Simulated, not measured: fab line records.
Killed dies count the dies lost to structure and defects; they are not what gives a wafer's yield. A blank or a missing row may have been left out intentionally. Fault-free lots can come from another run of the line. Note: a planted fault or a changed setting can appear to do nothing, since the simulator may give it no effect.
Comparing a struck lot with a sound one | flow n5 finfet | 41 out of 1938 route steps
Sound: the wafers L388.1, L388.2, L388.4. Wafers L407.2, L407.3, L407.5 were the ones struck. The cause is named last.
For every step that has rows: the tool of each side, followed by ch and its chambers, followed by its first start. Under that, the readings that differ: sound wafers | struck wafers | difference of the means | sigmas: that difference in standard deviations of wafers without a fault.
alike: a reading whose means differ by less than 2 such deviations, as well as words and numbers matching on both sides. not compared: withheld readings; readings where some wafer has no value; bounds like >300 that might hide an equal value; numbers whose values overlap and for which the record gives no deviation.
The two part at a step that has a row with sigmas, a row that says differs or no value, or rows on one side only. When numbers do not overlap yet have no deviation, they are printed without sigmas and do not part them. A reading that every wafer of one side lacks parts them only if that side has two wafers or more.

N5_BEOL_M3_CD_MEAS_35: target cd 18 nm, target cd y 21 nm.
  struck on cd sem-03, day 12 02:17; sound on cd sem-03, day 7 05:10
  alike: cd nm
then, 5 steps without rows for these wafers: N5_BEOL_M3_DEGAS_44 (time 60 s); N5_BEOL_M3_PRE_CLEAN_45 (time 30 s); N5_BEOL_M3_ALD_84 (deposits TaN, pulse time 2 s, purge time 3 s, co reactant purge time 2 s); N5_BEOL_M3_SURFACE_TREAT_85; N5_BEOL_M3_CVD_47 (deposits Co from CCTBA/H2, target thk 3 nm, time 223.8 s).
N5_BEOL_M3_SPUTTER_48: material Cu, target thk 4.5 nm, time 8.29 s.
  struck on pvd sputter-02, day 12 03:28; sound on pvd sputter-02, day 7 06:18
  alike: throttle valve pct
then, 2 steps without rows for these wafers: N5_BEOL_M3_ANNEAL_49 (time 240 s); N5_BEOL_M3_SPUTTER_79 (material Cu, target thk 4.5 nm, time 8.29 s).
N5_BEOL_M3_ANNEAL_80: time 240 s.
  struck on pvd sputter-02, day 12 03:46; sound on pvd sputter-02, day 7 06:36
  alike: heater power w
then, 1 step without rows for these wafers: N5_BEOL_M3_SPUTTER_81 (material Cu, target thk 4.5 nm, time 8.29 s).
N5_BEOL_M3_ANNEAL_82: time 240 s.
  struck on pvd sputter-02, day 12 03:59; sound on pvd sputter-02, day 7 06:49
  alike: heater power w
N5_BEOL_M3_SPUTTER_86: material Cu, target thk 4.5 nm, time 8.29 s.
  struck on pvd sputter-02, day 12 04:07; sound on pvd sputter-02, day 7 06:58
  alike: throttle valve pct
then, 8 steps without rows for these wafers: N5_BEOL_M3_ANNEAL_87 (time 240 s); N5_BEOL_M3_SPUTTER_88 (material Cu, target thk 4.5 nm, time 8.29 s); N5_BEOL_M3_ANNEAL_89 (time 240 s); N5_BEOL_M3_SPUTTER_90 (material Cu, target thk 4.5 nm, time 8.29 s); N5_BEOL_M3_ANNEAL_91 (time 240 s); N5_BEOL_M3_SPUTTER_92 (material Cu, target thk 4.5 nm, time 8.29 s); N5_BEOL_M3_ANNEAL_93 (time 240 s); N5_BEOL_M3_SPUTTER_94 (material Cu, target thk 4.5 nm, time 8.29 s).
N5_BEOL_M3_ANNEAL_95: time 240 s.
  struck on pvd sputter-02, day 12 05:05; sound on pvd sputter-02, day 7 07:55
  alike: heater power w
then, 7 steps without rows for these wafers: N5_BEOL_M3_SPUTTER_96 (material Cu, target thk 4.5 nm, time 8.29 s); N5_BEOL_M3_ECD_50 (material Cu, target thk 300 nm); N5_BEOL_M3_ANNEAL_51 (time 90 s); N5_BEOL_M3_CMP_52 (polishes, stops on SiOC, t overpolish 6.8 s, target thk 40 nm); N5_BEOL_M3_PRE_CLEAN_60 (time 15 s); N5_BEOL_M3_CO_CAP_55 (material Co, precursor CCTBA/H2, target thk 2 nm, time 102.1 s); N5_BEOL_M3_PRE_CLEAN_56 (time 15 s).
N5_BEOL_M3_DEP_57: deposits SiCN from 3MS/NH3, target thk 8 nm, time 14 s.
  sound on pecvd-02 ch 0,1, day 7 09:02; struck on pecvd-01 ch 1,2, day 12 06:48
  alike: showerhead plenum p Torr, throttle valve pct
N5_BEOL_M3_RS_MEAS_58: measures by four-point-probe.
  struck on film metro-02, day 12 06:52; sound on film metro-02, day 7 09:06
  alike: M3_RS
then, 1 step without rows for these wafers: N5_BEOL_M4_ILD_DEP_00 (deposits SiOC from DEMS/O2, target thk 79 nm, time 15.3 s).
N5_BEOL_M4_THK_MEAS_01:
  struck on film metro-02, day 12 07:01; sound on film metro-02, day 7 09:14
  alike: M4_ILD_THK
then, 7 steps without rows for these wafers: N5_BEOL_M4_PECVD_72 (deposits SiO2 from TEOS/O2, target thk 16 nm, time 18 s); N5_BEOL_M4_HM_DEP_02 (deposits TiN, target thk 20 nm); N5_BEOL_M4_COAT_61 (time 60 s, resist thk 60 nm); N5_BEOL_M4_COAT_62 (time 60 s, resist thk 12 nm); N5_BEOL_M4_COAT_73 (time 60 s, resist thk 5 nm); N5_BEOL_M4_COAT_05 (resist thk 30 nm); N5_BEOL_M4_EBR_07.
-- a jump in the record: the struck wafers' starts before and after are 5 days apart (it breaks off in module BEOL_M4 and resumes in module PASSIVATION, where the first step shown is number 1936 of the route) --
N5_PASSIVATION_PROBE_49:
  rows exist in the record for the struck wafers here (prober-02, day 17 03:25), but not for the sound ones

WHERE THEY PART
At N5_PASSIVATION_PROBE_49 and nowhere else, as far as this record goes.

WHY: whatever the simulator had introduced
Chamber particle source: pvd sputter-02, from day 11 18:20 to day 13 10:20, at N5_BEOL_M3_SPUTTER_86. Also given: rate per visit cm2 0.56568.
